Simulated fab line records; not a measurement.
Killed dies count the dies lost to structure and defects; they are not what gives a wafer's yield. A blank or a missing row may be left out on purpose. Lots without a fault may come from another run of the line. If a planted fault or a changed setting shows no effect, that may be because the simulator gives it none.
Split-lot experiment + flow n5_finfet + 21 wafers read across 7 lots, on a route 1938 steps long

== ABOUT THE SPLIT ==
At N5_ZERO_LAYER_COAT_05 (resist thk 1000 nm), the setting spin_rpm was moved away from the recipe's 1500 rpm on 11 of the 21 wafers read, by -10.2% to +4.8%. All remaining wafers had this setting at the recipe value.

The reading comes from the split's own step.

== THE READING ==
coat_of_ZERO_LAYER_COAT_05.thk_nm (the simulator's own value, which no gauge read), in nm, at N5_ZERO_LAYER_COAT_05 (resist thk 1000 nm). The file does not state a usual value for it. Across the 10 wafers here that went through the recipe, the average is 1001.3 nm and the standard deviation 2.4 nm.

| wafer  | tool, chamber at the split | spin_rpm as run, rpm | against the recipe | coat_of_ZERO_LAYER_COAT_05.thk_nm, nm | against lot-mates on the recipe |
|--------|----------------------------|----------------------|--------------------|---------------------------------------|---------------------------------|
| L074.1 | litho_track-02, 0          | 1500                 | recipe             | 1002                                  | -                               |
| L074.3 | litho_track-02, 0          | 1500                 | recipe             | 1002                                  | -                               |
| L074.6 | litho_track-02, 0          | 1453                 | -3.1%              | 1020                                  | +18.0                           |
| L075.1 | litho_track-01, 0          | 1500                 | recipe             | 1002                                  | -                               |
| L075.2 | litho_track-01, 0          | 1500                 | recipe             | 1001                                  | -                               |
| L075.5 | litho_track-01, 0          | 1500                 | recipe             | 1003                                  | -                               |
| L077.1 | litho_track-02, 0          | 1453                 | -3.1%              | 1020                                  | +17.0                           |
| L077.3 | litho_track-02, 0          | 1500                 | recipe             | 1003                                  | -                               |
| L077.6 | litho_track-02, 0          | 1453                 | -3.1%              | 1018                                  | +15.0                           |
| L083.2 | litho_track-02, 0          | 1411                 | -5.9%              | 1025                                  | +29.3                           |
| L083.5 | litho_track-02, 0          | 1500                 | recipe             | 995.7                                 | -                               |
| L083.6 | litho_track-02, 0          | 1411                 | -5.9%              | 1028                                  | +32.3                           |
| L088.1 | litho_track-03, 0          | 1351                 | -9.9%              | 1053                                  | no lot-mate on the recipe       |
| L088.4 | litho_track-03, 0          | 1351                 | -9.9%              | 1054                                  | no lot-mate on the recipe       |
| L088.5 | litho_track-03, 0          | 1351                 | -9.9%              | 1054                                  | no lot-mate on the recipe       |
| L090.3 | litho_track-01, 0          | 1572                 | +4.8%              | 976.2                                 | -21.9                           |
| L090.5 | litho_track-01, 0          | 1572                 | +4.8%              | 974.6                                 | -23.5                           |
| L090.6 | litho_track-01, 0          | 1500                 | recipe             | 998.1                                 | -                               |
| L093.1 | litho_track-03, 0          | 1500                 | recipe             | 1002                                  | -                               |
| L093.4 | litho_track-03, 0          | 1500                 | recipe             | 1004                                  | -                               |
| L093.5 | litho_track-03, 0          | 1347                 | -10.2%             | 1055                                  | +52.0                           |

THE FIT
A straight line over all 21 wafers: coat_of_ZERO_LAYER_COAT_05.thk_nm changes by -5.2 nm for each +1% of spin_rpm; r = -0.99; the points scatter about the line by 2.7 nm.
The same after taking each lot's own level away (the mean of its wafers on the recipe; 18 wafers): -5.04 nm for each +1%; r = -1.00; scatter 1.1 nm.
Per that fit: largest spin_rpm move, reading shift of 51 nm.
The span of the lots' own levels, 995.70 to 1003.00 nm, comes to 3.1 times the standard deviation stated above.
Hence the lot-to-lot level has little effect on the slope; both slopes agree.
Check: for one of the wafers moved furthest among these (-10.2%), held out of the fit, the line's prediction against its lot-mates is +51.8 nm. Against them it came out at +52 nm.

== ADDITIONAL SPLITS CARRIED BY THESE WAFERS ==
Before the reading, these wafers also passed through other splits. Each is held against what the fit with the lots' levels taken away leaves over:
| other split on the same wafers | wafers away from the commonest value | r with coat_of_ZERO_LAYER_COAT_05.thk_nm (lot level and that fit taken away) |
|--------------------------------|--------------------------------------|------------------------------------------------------------------------------|
| N5_ZERO_LAYER_PECVD_02 time_s  | 9                                    | -0.22                                                                        |

== THE WHOLE CHAIN: every reading that the file lists as answering this split, in the file's order ==
| step                   | what it does       | reading                                                                            | change (the file's fit)              | r (the file's) |
|------------------------|--------------------|------------------------------------------------------------------------------------|--------------------------------------|----------------|
| N5_ZERO_LAYER_COAT_05  | resist thk 1000 nm | coat_of_ZERO_LAYER_COAT_05.thk_nm (the simulator's own value, which no gauge read) | -5.11 nm for each +1% of the setting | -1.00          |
| N5_ZERO_LAYER_STRIP_24 | strips in O2       | strip_time_to_endpoint_s                                                           | withheld for each +1% of the setting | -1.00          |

== FILE'S OWN FIT ==
coat_of_ZERO_LAYER_COAT_05.thk_nm changes by -5.11 nm for each +1% of spin_rpm, r = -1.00.
